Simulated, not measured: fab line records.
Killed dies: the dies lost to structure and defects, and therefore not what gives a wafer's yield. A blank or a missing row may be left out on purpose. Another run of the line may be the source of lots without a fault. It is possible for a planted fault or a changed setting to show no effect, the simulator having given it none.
The tool behind it: which one? :: flow n5-finfet :: 12 lots, 36 wafers sampled, at 2 steps of a route of 1938

WHAT EACH GAUGE READ, for each wafer
N5_PASSIVATION_CD_MEAS_10: the cd target is 3000 nm. Usual: cd-nm 3000.2 nm, standard deviation 2.9.
lot: L506
measured: day 11 17:16
on: cd-sem-01
cd-nm (nm): 2999.1 3002.8 3005.3
flag: 

lot: L507
measured: day 12 04:52
on: cd-sem-01
cd-nm (nm): 2995.6 2998.2 2998.0
flag: 

lot: L508
measured: day 12 05:46
on: cd-sem-03
cd-nm (nm): 2996.6 2994.8 3001.0
flag: 

lot: L509
measured: day 12 09:01
on: cd-sem-01
cd-nm (nm): 3001.7 3001.3 2996.9
flag: 

lot: L512
measured: day 13 02:19
on: cd-sem-01
cd-nm (nm): 3000.6 3002.1 2996.0
flag: 

lot: L514
measured: day 13 19:02
on: cd-sem-02
cd-nm (nm): 2994.2 2998.9 3000.1
flag: 

lot: L521
measured: day 15 15:31
on: cd-sem-02
cd-nm (nm): 2996.2 3001.1 3004.0
flag: 

lot: L523
measured: day 16 05:57
on: cd-sem-03
cd-nm (nm): 2999.9 2999.4 2997.2
flag: 

lot: L524
measured: day 16 06:53
on: cd-sem-02
cd-nm (nm): 3000.4 3003.2 3003.1
flag: 

lot: L525
measured: day 16 17:46
on: cd-sem-01
cd-nm (nm): 3005.5 3002.0 3004.3
flag: 

lot: L527
measured: day 17 00:25
on: cd-sem-01
cd-nm (nm): 2997.6 2994.8 3001.4
flag: 

lot: L528
measured: day 17 14:55
on: cd-sem-01
cd-nm (nm): 3002.4 2999.5 3004.4
flag: 

EACH LOT AND THE TOOL THAT RAN IT (in order: tool; ch and the chambers of the sampled wafers; start)
lot: L506
N5_DUMMY_REMOVAL_PRECLEAN_04: wet-bench-03 ch 2,4,5, day 3 22:47

lot: L507
N5_DUMMY_REMOVAL_PRECLEAN_04: wet-bench-04 ch 1,4,7, day 4 09:04

lot: L508
N5_DUMMY_REMOVAL_PRECLEAN_04: wet-bench-06 ch 0,5,6, day 4 11:00

lot: L509
N5_DUMMY_REMOVAL_PRECLEAN_04: wet-bench-04 ch 4,6,7, day 4 21:19

lot: L512
N5_DUMMY_REMOVAL_PRECLEAN_04: wet-bench-06 ch 0,5,6, day 5 10:05

lot: L514
N5_DUMMY_REMOVAL_PRECLEAN_04: wet-bench-04 ch 0,5,6, day 6 01:10

lot: L521
N5_DUMMY_REMOVAL_PRECLEAN_04: wet-bench-03 ch 0,5,6, day 7 19:31

lot: L523
N5_DUMMY_REMOVAL_PRECLEAN_04: wet-bench-04 ch 2,3,7, day 8 04:10

lot: L524
N5_DUMMY_REMOVAL_PRECLEAN_04: wet-bench-06 ch 2,4,6, day 8 12:54

lot: L525
N5_DUMMY_REMOVAL_PRECLEAN_04: wet-bench-06 ch 0,1,4, day 8 16:41

lot: L527
N5_DUMMY_REMOVAL_PRECLEAN_04: wet-bench-03 ch 2,4,7, day 9 05:11

lot: L528
N5_DUMMY_REMOVAL_PRECLEAN_04: wet-bench-06 ch 2,4,6, day 9 11:38
- N5_DUMMY_REMOVAL_PRECLEAN_04: cleans in DHF, time 37 s.

WHAT THE TOOLS THEMSELVES READ (means of the sampled wafers that have a number; where no wafer has one, the mark that the record gives instead)
N5_DUMMY_REMOVAL_PRECLEAN_04. Usual: temp-c 25.00 C, standard deviation 0.11.
lot: L506
tool: wet-bench-03
temp-c (C): 25.08
flag: 

lot: L507
tool: wet-bench-04
temp-c (C): 25.00
flag: 

lot: L508
tool: wet-bench-06
temp-c (C): 25.02
flag: 

lot: L509
tool: wet-bench-04
temp-c (C): 25.03
flag: 

lot: L512
tool: wet-bench-06
temp-c (C): 24.98
flag: 

lot: L514
tool: wet-bench-04
temp-c (C): 25.05
flag: 

lot: L521
tool: wet-bench-03
temp-c (C): 24.97
flag: 

lot: L523
tool: wet-bench-04
temp-c (C): 25.05
flag: 

lot: L524
tool: wet-bench-06
temp-c (C): 25.10
flag: 

lot: L525
tool: wet-bench-06
temp-c (C): 24.96
flag: 

lot: L527
tool: wet-bench-03
temp-c (C): 25.01
flag: 

lot: L528
tool: wet-bench-06
temp-c (C): 25.06
flag: 

THE ANSWER, worked out from the rows above alone
Rule: a lot is off if the mean of its wafers that have a number lies more than 3 standard deviations from the usual mean. A lot without any number at a reading at which 4 lots or more have one is off too. All remaining lots with rows at the step are treated as sound. First the gauges in route order, then the tools' own readings, where a lot's mean is used as printed above. At the first step where some lot is off, the reading lying furthest off is the one used; lots without a number count as furthest.
Nothing can be told from this: no lot is off at any reading shown.

WHAT THE SIMULATOR HAD INSERTED
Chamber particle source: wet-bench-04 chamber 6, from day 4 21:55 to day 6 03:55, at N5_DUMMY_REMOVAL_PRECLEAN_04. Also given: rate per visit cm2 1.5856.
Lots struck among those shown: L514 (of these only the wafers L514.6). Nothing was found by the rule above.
